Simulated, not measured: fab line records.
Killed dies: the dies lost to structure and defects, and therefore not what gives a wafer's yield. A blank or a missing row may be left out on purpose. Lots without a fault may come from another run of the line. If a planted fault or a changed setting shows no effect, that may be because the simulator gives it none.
What tool caused it? -- flow nand-harc -- 36 wafers from 12 lots sampled at 5 of the route's 1302 steps

## WHAT THE GAUGES SHOWED, per wafer
NHARC_END_SORT_01. Usual: killed-at-array 47, standard deviation 18; killed-at-other 0.9, standard deviation 1.1; killed-at-periphery 4, standard deviation 3.1; killed-dies 52, standard deviation 18; killed-open 3.1, standard deviation 1.5; killed-short 2.4, standard deviation 1.5.
lot,measured,on,killed-at-array,killed-at-other,killed-at-periphery,killed-dies,killed-open,killed-short,flag
L503,day 29 14:52,prober-02,49 51 52,0 0 0,3 2 1,52 53 53,2 4 6,4 5 2,

## TOOL THAT RAN EACH LOT (tool first, then ch and the chambers of the sampled wafers, then the start)
lot,NHARC_P_ZERO_WELL_DESCUM_26,NHARC_P_ZERO_WELL_DESCUM_39,NHARC_P_GATE_SOFTBAKE_21,NHARC_P_GATE_ETCH_104
L491,"rie-diel-04 ch 0,2, day 1 22:44","rie-diel-01 ch 1,3, day 2 00:17","litho-track-06 ch 0, day 5 10:00","rie-diel-05 ch 0,3, day 5 11:38"
L492,"rie-diel-06 ch 0,1, day 2 08:50","rie-diel-04 ch 0,2,3, day 2 10:31","litho-track-01 ch 0, day 5 11:00","rie-diel-05 ch 0,1,3, day 5 12:15"
L494,"rie-diel-06 ch 0,1,3, day 3 04:51","rie-diel-06 ch 0,3, day 3 06:34","litho-track-01 ch 0, day 6 17:00","rie-diel-09 ch 1,2,3, day 6 18:31"
L496,"rie-diel-01 ch 0,3, day 4 01:37","rie-diel-06 ch 1,2,3, day 4 03:10","litho-track-04 ch 0, day 7 07:00","rie-diel-09 ch 0,2,3, day 7 08:30"
L497,"rie-diel-04 ch 0,1,3, day 4 10:38","rie-diel-06 ch 1,2, day 4 12:15","litho-track-06 ch 0, day 7 21:00","rie-diel-09 ch 0,2,3, day 7 22:16"
L498,"rie-diel-06 ch 1,3, day 4 20:37","rie-diel-06 ch 0,2, day 4 22:16","litho-track-04 ch 0, day 7 20:00","rie-diel-09 ch 0,1,2, day 7 21:37"
L501,"rie-diel-04 ch 0,3, day 6 02:44","rie-diel-01 ch 0,3, day 6 04:15","litho-track-01 ch 0, day 9 13:00","rie-diel-13 ch 2,3, day 9 14:11"
L502,"rie-diel-04 ch 0,1,3, day 6 14:59","rie-diel-04 ch 0,1,3, day 6 16:40","litho-track-06 ch 0, day 9 19:00","rie-diel-05 ch 0,2,3, day 9 20:35"
L503,"rie-diel-06 ch 0,2,3, day 6 22:46","rie-diel-04 ch 0,1,2, day 7 00:18","litho-track-04 ch 0, day 9 19:00","rie-diel-09 ch 1,2, day 9 20:44"
L508,"rie-diel-01 ch 1,2, day 9 00:32","rie-diel-06 ch 2,3, day 9 02:04","litho-track-06 ch 0, day 12 06:00","rie-diel-05 ch 0,1,2, day 12 06:44"
L509,"rie-diel-06 ch 0,1,3, day 9 10:38","rie-diel-06 ch 0,3, day 9 12:17","litho-track-04 ch 0, day 13 00:00","rie-diel-13 ch 0,2,3, day 13 01:23"
L511,"rie-diel-01 ch 0,1,2, day 10 06:40","rie-diel-06 ch 0,1,3, day 10 08:19","litho-track-06 ch 0, day 13 10:00","rie-diel-13 ch 1,3, day 13 11:11"
- NHARC_P_ZERO_WELL_DESCUM_26: chemistry O2, time 3 s.
- NHARC_P_ZERO_WELL_DESCUM_39: chemistry O2, time 3 s.
- NHARC_P_GATE_SOFTBAKE_21: time 55 s.
- NHARC_P_GATE_ETCH_104: etches the open film in CF4/CHF3, target depth 60 nm.

## AS READ BY THE TOOLS THEMSELVES (means over the sampled wafers that have a number; for cases with no such wafer, the mark the record gives instead)
NHARC_P_ZERO_WELL_DESCUM_26. Usual: drypump-motor-current-A 5.8 A, standard deviation 0.48; oes-product-au 0.995 a.u., standard deviation 0.013; rf-vpp-V 57.7 V, standard deviation 0.81; showerhead-plenum-p-Torr 1.89 Torr, standard deviation 0.087; throttle-valve-pct 11.310 %, standard deviation 0.0097.
lot,tool,drypump-motor-current-A (A),oes-product-au (a.u.),rf-vpp-V (V),showerhead-plenum-p-Torr (Torr),throttle-valve-pct (%),flag
L491,rie-diel-04,5.8,0.995,57.7,1.87,11.311,
L492,rie-diel-06,6.1,0.988,57.2,1.93,11.302,
L494,rie-diel-06,6.2,0.985,57.9,1.93,11.313,
L496,rie-diel-01,5.1,1.017,57.3,1.87,11.316,
L497,rie-diel-04,5.9,0.990,58.3,1.84,11.306,
L498,rie-diel-06,6.2,0.983,58.0,1.92,11.316,
L501,rie-diel-04,5.9,1.001,56.8,1.86,11.312,
L502,rie-diel-04,5.9,0.996,57.8,1.84,11.315,
L503,rie-diel-06,5.7,0.991,57.4,1.93,11.300,
L508,rie-diel-01,5.9,1.000,58.0,1.90,11.301,
L509,rie-diel-06,6.2,0.991,58.9,2.02,11.305,
L511,rie-diel-01,5.7,0.997,57.5,1.92,11.313,

NHARC_P_ZERO_WELL_DESCUM_39. Usual: drypump-motor-current-A 5.8 A, standard deviation 0.51; oes-product-au 0.994 a.u., standard deviation 0.012; rf-vpp-V 57.8 V, standard deviation 0.9; showerhead-plenum-p-Torr 1.91 Torr, standard deviation 0.098; throttle-valve-pct 11.310 %, standard deviation 0.009.
lot,tool,drypump-motor-current-A (A),oes-product-au (a.u.),rf-vpp-V (V),showerhead-plenum-p-Torr (Torr),throttle-valve-pct (%),flag
L491,rie-diel-01,5.6,0.986,58.0,1.90,11.308,
L492,rie-diel-04,5.9,0.997,57.7,1.84,11.304,
L494,rie-diel-06,5.9,0.988,57.6,2.01,11.310,
L496,rie-diel-06,6.0,0.990,58.2,1.85,11.305,
L497,rie-diel-06,6.3,0.982,57.4,1.78,11.309,
L498,rie-diel-06,5.6,0.989,58.0,1.94,11.314,
L501,rie-diel-01,5.1,1.010,58.4,1.89,11.316,
L502,rie-diel-04,5.9,0.998,58.3,1.84,11.305,
L503,rie-diel-04,5.8,0.994,58.0,1.83,11.318,
L508,rie-diel-06,5.5,0.982,57.4,1.85,11.310,
L509,rie-diel-06,5.9,0.991,58.8,1.99,11.314,
L511,rie-diel-06,6.2,0.989,58.7,2.01,11.318,

NHARC_P_GATE_SOFTBAKE_21. Usual: heater-power-total-W 188.45 W, standard deviation 0.13.
lot,tool,heater-power-total-W (W),flag
L491,litho-track-06,188.48,
L492,litho-track-01,188.43,
L494,litho-track-01,188.50,
L496,litho-track-04,188.45,
L497,litho-track-06,188.36,
L498,litho-track-04,188.51,
L501,litho-track-01,188.33,
L502,litho-track-06,188.56,
L503,litho-track-04,188.40,
L508,litho-track-06,323.03,OFF
L509,litho-track-04,188.33,
L511,litho-track-06,323.06,OFF

NHARC_P_GATE_ETCH_104. Usual: drypump-motor-current-A 5.9 A, standard deviation 0.48; oes-product-au 0.948 a.u., standard deviation 0.021; rf-vpp-V 370.2 V, standard deviation 2.4; showerhead-plenum-p-Torr 1.56 Torr, standard deviation 0.065; throttle-valve-pct 16.802 %, standard deviation 0.0096.
lot,tool,drypump-motor-current-A (A),oes-product-au (a.u.),rf-vpp-V (V),showerhead-plenum-p-Torr (Torr),throttle-valve-pct (%),flag
L491,rie-diel-05,6.4,0.986,368.0,1.52,16.802,
L492,rie-diel-05,6.0,0.937,370.3,1.56,16.808,
L494,rie-diel-09,6.1,0.939,369.8,1.53,16.796,
L496,rie-diel-09,6.0,0.965,367.4,1.49,16.798,
L497,rie-diel-09,5.9,0.974,368.1,1.49,16.797,
L498,rie-diel-09,6.0,0.960,369.3,1.54,16.792,
L501,rie-diel-13,5.8,0.924,370.0,1.56,16.803,
L502,rie-diel-05,6.3,0.926,369.7,1.55,16.788,
L503,rie-diel-09,6.1,0.979,371.1,1.58,16.806,
L508,rie-diel-05,5.8,0.955,371.2,1.59,16.811,
L509,rie-diel-13,5.6,0.923,371.5,1.59,16.806,
L511,rie-diel-13,5.5,0.952,370.1,1.58,16.809,

## THE ANSWER, worked out from the rows above alone
Rule: a lot counts as off when the mean over its wafers that have a number is more than 3 standard deviations away from the usual mean. A lot without any number at a reading at which 4 lots or more have one is off too. Any other lot the step has rows for is counted as sound. First the gauges in route order, then the tools' own readings, where a lot's mean is used as printed above. The first step at which some lot is off is used, and at that step the reading that is off furthest; a lot without a number counts as furthest.
Off: L508, L511, at NHARC_P_GATE_SOFTBAKE_21 (heater-power-total-W).
A tool fits if, at that step or a process step before it, it ran every lot that is off, and no sound lot after the first of them. Can't be told from this: 2 tools fit, rie-diel-01 at NHARC_P_ZERO_WELL_DESCUM_26, litho-track-06 at NHARC_P_GATE_SOFTBAKE_21.

## WHAT THE SIMULATOR HAD INSERTED
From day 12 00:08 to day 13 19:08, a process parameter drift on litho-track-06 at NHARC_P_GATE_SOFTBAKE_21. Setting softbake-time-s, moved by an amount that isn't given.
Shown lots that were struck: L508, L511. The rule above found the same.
